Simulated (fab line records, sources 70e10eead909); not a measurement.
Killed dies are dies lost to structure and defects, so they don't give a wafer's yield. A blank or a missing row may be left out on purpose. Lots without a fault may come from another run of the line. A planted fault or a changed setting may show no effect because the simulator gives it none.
fab line records | flow nand_harc
record lots=13 wafers=39 last_day=32
route steps=1302 shown A_WL_FILL@968
lots that met no fault: from a run of the same line without faults
start_h: hours from the record's first day to the start of the lot's first wafer shown | wait_h: hours since the lot's step before | " the same as in the row above | L1.1+2: a row that stands for several wafers | - no value, or no start given | * or withheld: withheld | < > ~ a bound
route shown NAME@n: a module of which the file shows steps, and the number in the route of the first | usual: mean/standard deviation of fault-free wafers | same: alike in all rows | chamber/n: place in a boat | sites: the reading at each site | _std_site: their standard deviation | _edge_site: outer sites' mean less inner sites' | radius_mm: how far each site lies from the wafer's centre | mask NAME#n: copy n | behind: the tool/chamber that last shaped the wafer | hold: why the lot was held/for how many hours/how that ended | device: the transistor (n, p or np) that didn't switch | end of line: the same wafers' tests at the end of the route | a step without rows: its recipe alone | killed: dies lost to structure and defects at the first sort, not the wafer's yield | map: a wafer's dies, x killed, . not, _ none there
set.NAME: the setting as run; set.NAME@STEP: as run at that earlier step | model.NAME: the simulator's own value behind a step, which no gauge read
steps of the route over a sample of lots; a table a step, a row a wafer
services: from which hour (start_h, from the record's first day; less than 0 if before it) a tool's chamber was out of use, for how many hours, and why
## steps
# step NHARC_A_WL_FILL_ETCHBACK_17
# recipe target_depth_a=40 time_s=26.7 chemistry=Cl2/BCl3
# usual drypump_motor_current_A=6.0/0.48 oes_product_au=1.001/0.01 run_length_s=48.1/0.51
# columns lot.wafer tool chamber start_h wait_h drypump_motor_current_A oes_product_au rf_hours_counter_h run_length_s
L802.1 rie_metal-02 0 523.26 - 5.6 1.002 1.5 47.5
L802.3 " 0 " " 5.6 1.004 - 47.4
L802.4 " 1 " " 5.5 1.000 - 47.1
L805.1 rie_metal-03 0 557.78 - 6.5 1.004 0.2 48.1
L805.4 " 0 " " 6.5 1.011 - 48.3
L805.6 " 0 " " 6.5 1.007 - 48.5
L804.3 rie_metal-02 0 557.83 - 5.7 1.009 - 47.6
L804.6 " 0 " " 5.7 1.012 - 47.9
L804.5 " 1 " " 5.5 0.997 - 47.5
L806.3 rie_metal-03 1 579.81 - 6.3 0.995 - 48.4
L806.4 " 0 " " 6.4 1.008 - 48.1
L806.6 " 1 " " 6.3 1.005 - 48.4
L807.2 rie_metal-02 1 585.72 - 5.5 1.004 2.4 47.7
L807.1 " 0 " " 5.6 1.010 2.4 47.4
L807.6 " 0 " " 5.6 1.005 - 47.4
L810.1 rie_metal-03 0 595.97 - 6.5 1.018 1.0 48.7
L810.5 " 1 " " 6.3 1.000 - 48.6
L810.6 " 0 " " 6.5 1.003 - 48.3
L812.1 rie_metal-03 0 613.80 - 6.4 0.994 1.2 49.0
L812.3 " 1 " " 6.3 1.009 - 48.4
L812.6 " 0 " " 6.4 1.009 - 48.6
L811.1 rie_metal-01 1 615.13 - 4.8 1.013 0.9 48.0
L811.5 " 1 " " 4.8 1.013 - 48.5
L811.6 " 0 " " 6.3 0.984 - 48.5
L813.2 rie_metal-03 0 638.42 - 6.5 1.011 1.4 48.2
L813.5 " 0 " " 6.5 1.011 - 48.3
L813.6 " 1 " " 6.3 1.007 - 48.7
L815.2 rie_metal-03 0 651.64 - 6.5 1.023 1.5 48.4
L815.3 " 1 " " 6.3 1.015 - 48.3
L815.5 " 0 " " 6.5 1.012 - 48.4
L814.2 rie_metal-02 0 651.66 - 5.7 0.998 0.2 47.7
L814.3 " 0 " " 5.7 0.984 - 47.5
L814.5 " 0 " " 5.6 0.992 - 47.5
L817.2 rie_metal-02 0 673.84 - 5.7 0.991 - 48.2
L817.3 " 0 " " 5.6 0.988 - 47.8
L817.5 " 0 " " 5.7 0.989 - 47.7
L818.3 rie_metal-03 1 688.55 - 6.3 0.994 - 48.3
L818.4 " 0 " " 6.5 1.003 - 48.0
L818.6 " 1 " " 6.3 0.993 - 48.5
# step NHARC_A_WL_FILL_ETCHBACK_26
# recipe target_depth_a=520 time_s=13.3 hbr_flow_sccm=150 rf_w=350 icp_w=350 bias_w=60 chemistry=HBr
# usual drypump_motor_current_A=5.6/0.34 oes_product_au=0.999/0.013 run_length_s=34.47/0.3 throttle_valve_pct=23.267/0.0081
# columns lot.wafer tool chamber start_h wait_h drypump_motor_current_A oes_product_au rf_hours_counter_h run_length_s throttle_valve_pct
L802.3 rie_si-01 1 526.34 0.4 5.6 0.997 1.0 34.38 23.271
L802.4 " 2 " " 5.6 1.020 1.1 34.49 23.254
L802.1 " 0 " " 5.6 0.982 1.0 33.88 23.279
L804.3 rie_si-01 2 562.90 0.4 5.6 1.016 0.1 34.76 23.272
L804.5 " 1 " " 5.5 1.003 - 34.65 23.262
L804.6 " 2 " " 5.6 1.000 - 35.22 23.266
L805.1 rie_si-06 0 562.91 0.4 5.2 1.000 0.6 34.47 23.255
L805.4 " 0 " " 5.2 1.009 - 34.40 23.267
L805.6 " 1 " " 6.0 1.009 - 34.30 23.271
L806.3 rie_si-06 1 584.90 0.4 6.0 0.993 0.9 34.79 23.262
L806.4 " 3 " " 5.2 1.011 0.8 34.19 23.288
L806.6 " 0 " " 5.2 0.991 - 34.50 23.269
L807.1 rie_si-04 3 590.94 0.4 5.4 0.987 0.4 34.94 23.269
L807.2 " 2 " " 5.7 1.003 0.4 34.33 23.271
L807.6 " 0 " " 5.3 1.022 - 34.64 23.255
L810.1 rie_si-06 2 601.22 0.4 5.1 0.972 0.8 34.47 23.261
L810.5 " 0 " " 5.2 0.997 - 34.45 23.267
L810.6 " 1 " " 6.0 0.996 - 34.20 23.270
L812.1 rie_si-04 0 618.95 0.4 5.3 1.019 0.8 34.46 23.256
L812.3 " 1 " " 5.5 1.005 0.8 34.28 23.282
L812.6 " 3 " " 5.4 1.004 - 34.62 23.264
L811.1 rie_si-06 2 618.99 0.4 5.1 1.001 0.1 35.04 23.266
L811.5 " 3 " " 5.2 0.983 - 34.17 23.281
L811.6 " 0 " " 5.2 0.976 - 34.14 23.272
L813.2 rie_si-01 0 643.60 0.4 5.6 1.011 0.6 33.88 23.251
L813.5 " 0 " " 5.6 1.006 - 33.86 23.262
L813.6 " 1 " " 5.6 0.996 - 34.15 23.268
L815.3 rie_si-01 1 657.32 0.4 5.6 1.018 0.6 34.31 23.256
L815.2 " 2 " " 5.6 1.008 0.7 34.61 23.255
L815.5 " 3 " " 6.3 0.996 - 34.55 23.275
L814.3 rie_si-04 0 657.34 0.4 5.2 1.018 1.0 34.47 23.262
L814.2 " 1 " " 5.5 1.001 1.0 34.51 23.269
L814.5 " 2 " " 5.7 0.995 - 34.86 23.267
L817.2 rie_si-01 1 679.15 0.4 5.6 1.001 0.6 30.59 23.259
L817.3 " 3 " " 6.3 0.963 0.8 30.81 23.264
L817.5 " 1 " " 5.6 1.009 - 30.35 23.251
L818.3 rie_si-01 3 693.77 0.4 6.3 0.990 0.8 30.94 23.261
L818.4 " 1 " " 5.6 0.998 0.7 30.72 23.270
L818.6 " 3 " " 6.3 0.988 - 31.01 23.275
# step NHARC_A_WL_FILL_CVD_20
# recipe target_thk_a=1000 temp_c=400 pressure_torr=40 wf6_flow_sccm=40 h2_flow_sccm=1600 ar_flow_sccm=1560 time_s=74 material=W
# usual heater_power_w=816/54 throttle_valve_pct=7.80/0.21
# columns lot.wafer tool chamber start_h wait_h heater_power_w since_wet_clean_h throttle_valve_pct
L802.1 cvd_w-01 1 - - 715 148 7.67
L802.3 " 0 " " 807 - 8.13
L802.4 " 1 " " 710 - 7.49
L804.3 cvd_w-01 0 - - 819 - 7.74
L804.5 " 0 " " 836 - 7.73
L804.6 " 1 " " 787 - 7.74
L805.1 cvd_w-02 1 - - 895 89 7.96
L805.4 " 1 " " 896 - 7.86
L805.6 " 0 " " 839 - 7.90
L806.3 cvd_w-01 0 - - 836 - 7.85
L806.4 " 1 " " 761 - 7.29
L806.6 " 0 " " 820 - 8.13
L807.1 cvd_w-02 1 - - 919 117 7.84
L807.2 " 0 " " 829 117 7.92
L807.6 " 0 " " 804 - 7.88
L810.1 cvd_w-02 1 - - 897 127 7.93
L810.6 " 0 " " 837 - 7.84
L810.5 " 1 " " 896 - 7.66
L811.1 cvd_w-01 0 - - 817 57 7.92
L811.5 " 0 " " 833 - 7.87
L811.6 " 1 " " 790 - 8.14
L812.1 cvd_w-02 1 - - 890 145 8.04
L812.3 " 1 " " 871 - 7.80
L812.6 " 1 " " 880 - 7.90
L813.2 cvd_w-01 0 - - 848 81 7.84
L813.5 " 1 " " 788 - 7.74
L813.6 " 0 " " 824 - 7.76
L815.2 cvd_w-02 1 - - 915 3 7.52
L815.3 " 1 " " 901 - 7.52
L815.5 " 1 " " 888 - 7.51
L814.2 cvd_w-01 0 - - 807 95 8.07
L814.3 " 0 " " 808 - 7.48
L814.5 " 0 " " 806 - 7.96
L817.2 cvd_w-02 1 - - 912 24 7.45
L817.3 " 0 " " 800 - 7.54
L817.5 " 0 " " 806 - 7.72
L818.3 cvd_w-01 0 - - 822 - 7.84
L818.4 " 1 " " 776 - 7.74
L818.6 " 1 " " 777 - 7.68
# step NHARC_A_WL_FILL_INSPECT_15
# usual raw_defect_count=534/160
# columns lot.wafer tool chamber start_h wait_h raw_defect_count
L802.1 defect_inspect-01 - 527.47 0.0 612
L802.3 " - " " 730
L802.4 " - " " 958
L804.3 defect_inspect-02 - 564.14 0.0 387
L804.5 " - " " 398
L804.6 " - " " 475
L805.1 defect_inspect-01 - 564.25 0.0 702
L805.4 " - " " 633
L805.6 " - " " 356
L806.3 defect_inspect-01 - 586.03 0.0 554
L806.4 " - " " 780
L806.6 " - " " 1081
L807.1 defect_inspect-02 - 592.10 0.0 391
L807.2 " - " " 369
L807.6 " - " " 449
L810.1 defect_inspect-02 - 602.33 0.0 501
L810.5 " - " " 465
L810.6 " - " " 734
L812.1 defect_inspect-01 - 620.06 0.0 462
L812.3 " - " " 896
L812.6 " - " " 581
L811.1 defect_inspect-01 - 620.06 0.1 475
L811.5 " - " " 382
L811.6 " - " " 601
L813.2 defect_inspect-01 - 644.79 0.0 528
L813.5 " - " " 578
L813.6 " - " " 552
L814.2 defect_inspect-01 - 658.47 0.0 388
L814.3 " - " " 395
L814.5 " - " " 747
L815.2 defect_inspect-01 - 658.48 0.0 511
L815.3 " - " " 534
L815.5 " - " " 383
L817.2 defect_inspect-01 - 680.30 0.0 540
L817.3 " - " " 532
L817.5 " - " " 436
L818.3 defect_inspect-01 - 695.03 0.0 645
L818.4 " - " " 362
L818.6 " - " " 422
## services
# columns tool chamber start_h hours kind
cvd_w-01 - 503.43 10.9 repair
rie_si-04 1 515.08 3.9 repair
rie_metal-03 - 519.00 9.0 pm
rie_si-04 - 519.00 9.0 pm
cvd_w-01 - 534.52 15.2 repair
cvd_w-02 1 537.13 3.6 repair
rie_si-01 1 544.32 10.0 repair
rie_si-01 - 547.00 9.0 pm
cvd_w-01 - 549.73 13.0 pm
rie_metal-02 - 556.48 0.1 repair
rie_si-06 2 560.93 10.1 repair
rie_si-06 - 566.17 0.2 repair
rie_si-06 2 585.08 6.4 repair
rie_si-06 - 603.00 9.0 pm
cvd_w-01 1 603.67 13.1 repair
rie_si-01 1 606.64 5.3 repair
rie_si-04 3 622.26 9.2 repair
rie_metal-02 - 631.06 9.0 pm
cvd_w-02 - 642.21 13.0 pm
rie_si-01 2 652.42 2.7 repair
rie_si-01 0 654.48 5.9 repair
rie_si-04 3 656.98 11.9 repair
rie_metal-02 1 666.58 8.1 repair
rie_si-01 2 675.97 9.2 repair
## key
first_sign step=NHARC_A_WL_FILL_ETCHBACK_26 reading=run_length_s direction=down sigmas=13 usual=* struck=*
effect none on later readings
met_at NHARC_A_WL_FILL_ETCHBACK_26
struck_lots L817,L818
rows_end L817.2,L817.3,L817.5
tester_left_out L818
not_acting_at NHARC_A_WL_FILL_ETCHBACK_17,NHARC_A_WL_FILL_CVD_20,NHARC_A_WL_FILL_INSPECT_15
onset_between 657.32 679.15
fault kind=process_parameter_drift tool=rie_si-01 chamber=- onset_h=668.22 steps=NHARC_A_WL_FILL_ETCHBACK_26 channel=time_s offset=* shape=step acts_in=* stated=*
# tester_left_out: of these lots the tester's yield and bins aren't shown, on N5 and GAA mostly nor the transistor test; their killed dies are dies lost to structure and defects alone, not to doping, threshold or leakage, so they don't give the yield
# rows_end: these wafers met a further fault down the route, and their rows from its step on are left out
